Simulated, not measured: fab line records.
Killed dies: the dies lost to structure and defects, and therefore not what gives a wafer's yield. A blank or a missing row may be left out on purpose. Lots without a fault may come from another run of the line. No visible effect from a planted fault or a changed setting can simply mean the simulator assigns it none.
Matching of chambers    flow n5-finfet    4 sister chambers for N5_WELL_APT_DESCUM_13 on rie-diel-01
The step chemistry O2, time 7.9 s. 22 wafers are shown with their chamber, then 11 later ones without.

WAFERS, EACH WITH ITS CHAMBER
wafer   chamber  showerhead-plenum-p-Torr (Torr)  oes-product-au (a.u.)  drypump-motor-current-A (A)
L076.1  0        2.13                             0.93                   5.7
L076.4  1        2.14                             0.68                   5.8
L076.6  3        2.09                             0.78                   5.7
L077.1  0        2.13                             0.92                   5.7
L077.4  2        2.13                             0.87                   5.7
L077.6  2        2.13                             0.86                   5.7
L078.2  2        2.13                             0.87                   5.6
L078.4  0        2.13                             0.92                   5.7
L078.6  1        2.14                             0.69                   5.7
L079.2  1        2.13                             0.68                   5.7
L079.3  3        2.09                             0.77                   5.7
L079.5  3        2.09                             0.77                   5.7
L084.2  3        2.08                             0.77                   5.7
L084.5  2        2.13                             0.85                   5.6
L084.6  3        2.08                             0.78                   5.7
L089.1  2        2.13                             0.83                   5.7
L089.4  1        2.13                             1.00                   5.8
L089.6  3        2.08                             0.76                   5.7
L091.2  3        2.08                             0.76                   5.7
L091.5  3        2.08                             0.75                   5.7
L091.6  2        2.12                             0.82                   5.6
L092.3  2        2.12                             0.81                   5.7

SIGNATURES (means of the wafers above)
reading                   chamber 0  chamber 1  chamber 2  chamber 3  scatter within a chamber
showerhead-plenum-p-Torr  2.1300     2.1350     2.1271     2.0838     0.00489
oes-product-au            0.9233     0.7625     0.8443     0.7675     0.0665
drypump-motor-current-A   5.700      5.750      5.657      5.700      0.0388
Rule: a wafer lies at a distance from a chamber equal to the root of the sum of squares, over the readings, of (its reading less the chamber's mean, divided by the reading's scatter). If the next closest chamber is less than 2 further off than the closest, the wafer can't be placed; otherwise it belongs to the closest. The scatter: the root of (the sum of the squares of (reading less its chamber's mean) over the shown wafers, divided by (wafers less chambers)).

WAFERS WHOSE CHAMBER IS MISSING
wafer   showerhead-plenum-p-Torr (Torr)  oes-product-au (a.u.)  drypump-motor-current-A (A)
L092.5  2.12                             0.82                   5.7
L092.6  2.08                             0.76                   5.7
L093.2  2.08                             0.76                   5.7
L093.3  2.12                             0.87                   5.8
L093.4  2.12                             0.83                   5.7
L095.2  2.07                             0.75                   5.7
L095.5  2.12                             0.86                   5.7
L095.6  2.07                             0.75                   5.7
L097.3  2.12                             0.81                   5.7
L097.4  2.12                             0.84                   5.7
L097.5  2.13                             0.93                   5.7

WHICH CHAMBER EACH ONE RAN IN
wafer   from the rows above           in truth
L092.5  can't be placed: 2 or 0 or 1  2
L092.6  3                             3
L093.2  3                             3
L093.3  can't be placed: 0 or 1 or 2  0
L093.4  can't be placed: 2 or 0 or 1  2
L095.2  3                             3
L095.5  can't be placed: 2 or 0 or 1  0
L095.6  3                             3
L097.3  can't be placed: 2 or 0 or 1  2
L097.4  can't be placed: 2 or 0 or 1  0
L097.5  can't be placed: 0 or 2       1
Correct placement for 4 of the 11. Not placeable from these rows: 7 (in 6, the candidates include the true chamber). Number placed wrongly: 0.
